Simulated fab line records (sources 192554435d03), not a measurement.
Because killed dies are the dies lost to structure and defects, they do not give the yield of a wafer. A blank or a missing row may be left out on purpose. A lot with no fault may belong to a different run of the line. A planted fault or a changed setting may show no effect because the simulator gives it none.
Comparing a struck lot with a sound one	flow n5Finfet	15 out of 1938 route steps
Sound: these wafers, L813.1, L813.4, L813.6. Struck: wafer L812.4. (L812.2, L812.5 of the same lot were not struck and are left out.) The cause comes at the end.
At each step with rows: each side's tool, then ch and its chambers, then its first start. Under that, the readings that differ: sound wafers	struck wafers	difference of the means	sigmas: that difference in standard deviations of wafers without a fault.
alike: words and numbers the same on both sides, and readings whose means are apart by under 2 such deviations; not compared: readings that were withheld, readings missing a value for some wafer, numbers with overlapping values and no deviation given by the record, and bounds like >300 which may hide the same value.
The two part at a step that has a row with sigmas, a row that says differs or no value, or rows on one side only. When numbers do not overlap yet have no deviation, they are printed without sigmas and do not part them. A reading that every wafer of one side lacks parts them only if that side has two wafers or more.

first, 6 steps without rows for these wafers: N5_MOL_CONTACT_COAG_COAT_78 (resist thk 40 nm); N5_MOL_CONTACT_COAG_EBR_80; N5_MOL_CONTACT_COAG_SOFTBAKE_79 (time 60 s); N5_MOL_CONTACT_COAG_EXPOSE_81 (exposes mask VG, defocus 0 nm); N5_MOL_CONTACT_COAG_PEB_82 (peb time 60 s); N5_MOL_CONTACT_COAG_DEVELOP_83 (develop time 30 s).
N5_MOL_CONTACT_COAG_CD_MEAS_84 targets a cd of 25.1 nm.
  sound on cdSem-02 ch 0, day 10 06:18; struck on cdSem-01 ch 0, day 10 00:10
  alike: cdNm
N5_MOL_CONTACT_COAG_OVL_MEAS_85:
  sound on overlay-01 ch 0, day 10 06:20; struck on overlay-01 ch 0, day 10 00:12
reading	sound	struck	difference	sigmas
VG_OVL (nm)	0.4 -0.9 -0.1	1.2	+1.4	+2
N5_MOL_CONTACT_COAG_INSPECT_57: inspects for defects (brightfield).
  sound: defectInspect-01 at day 10 06:33; struck: defectInspect-02 at day 10 00:15
  alike: rawDefectCount
N5_MOL_CONTACT_COAG_DESCUM_88: chemistry O2, time 7 s.
  sound on rieDiel-05 ch 1,2,3, day 10 06:36; struck on rieDiel-02 ch 3, day 10 00:17
reading	sound	struck	difference	sigmas
throttleValvePct (%)	20.40 20.13 20.42	20.93	+0.61	+2
  alike: drypumpMotorCurrentA, oesProductAu, rfVppV, showerheadPlenumPTorr
  not compared: rfHoursCounterH
N5_MOL_CONTACT_COAG_ETCH_89: etches underlayer in N2/H2, target depth 13 nm, time 10.4 s.
  sound on rieDiel-05 ch 1,2,3, day 10 06:38; struck on rieDiel-02 ch 3, day 10 00:19
reading	sound	struck	difference	sigmas
throttleValvePct (%)	17.79 17.74 17.93	18.40	+0.58	+2
  alike: drypumpMotorCurrentA, etchRfOnTimeS, oesProductAu, rfVppV, showerheadPlenumPTorr
  not compared: rfHoursCounterH
N5_MOL_CONTACT_COAG_ETCH_90: etches SiARC in CF4, target depth 13 nm, time 21.7 s.
  sound on rieDiel-05 ch 1,2,3, day 10 06:40; struck on rieDiel-02 ch 3, day 10 00:20
reading	sound	struck	difference	sigmas
rfVppV (V)	184.0 184.8 183.2	181.9	-2.1	-2
throttleValvePct (%)	15.59 15.34 15.78	16.21	+0.64	+2
  alike: drypumpMotorCurrentA, etchRfOnTimeS, mfcArSccm, oesProductAu, showerheadPlenumPTorr
  not compared: rfHoursCounterH
N5_MOL_CONTACT_COAG_ALD_131: deposits SiO2, target thk 5 nm, pulse time 1 s, co reactant pulse time 1 s.
  sound on aldSin-02 ch 0,1,3, day 10 06:44; struck on aldSin-01 ch 3, day 10 00:25
reading	sound	struck	difference	sigmas
aldCycles	35 35 35	32	-3	
heaterPowerW (W)	84 88 90	69	-18	-2
model.SiO2_of_MOL_CONTACT_COAG_ALD_131.thkNm (nm)	5 5 5	4.6	-0.4	
  alike: precursorPulseHeightRel
N5_MOL_CONTACT_COAG_ETCHBACK_132: etches SiO2 in CHF3, target depth 10 nm, time 6.7 s.
  sound on rieDiel-05 ch 1,2,3, day 10 06:55; struck on rieDiel-05 ch 1, day 10 00:36
reading	sound	struck	difference	sigmas
mfcArSccm (sccm)	199.8 201.7 199.4	201.6	+1.3	+2
  alike: drypumpMotorCurrentA, oesProductAu, rfVppV, showerheadPlenumPTorr, throttleValvePct
  not compared: rfHoursCounterH
-- a jump in the record: the struck wafers' starts before and after are 3 days apart (it breaks off in module MOL_CONTACT_COAG and resumes in module BEOL_M4, where the first step shown is number 1111 of the route) --
N5_BEOL_M4_RC_MEAS_101:
  sound on prober-01 ch 0, day 13 07:43; struck on prober-01 ch 0, day 12 18:46
  alike: DIBL_N, DIBL_P, IOFF_N, IOFF_P, ION_N, ION_P, SS_N, SS_P, VT_N, VT_P

WHERE THEY PART
Last at N5_MOL_CONTACT_COAG_ETCHBACK_132 as far as this record goes, first at N5_MOL_CONTACT_COAG_OVL_MEAS_85. Later steps at which nothing parts them and some readings are alike: N5_BEOL_M4_RC_MEAS_101.

WHY: whatever the simulator had introduced
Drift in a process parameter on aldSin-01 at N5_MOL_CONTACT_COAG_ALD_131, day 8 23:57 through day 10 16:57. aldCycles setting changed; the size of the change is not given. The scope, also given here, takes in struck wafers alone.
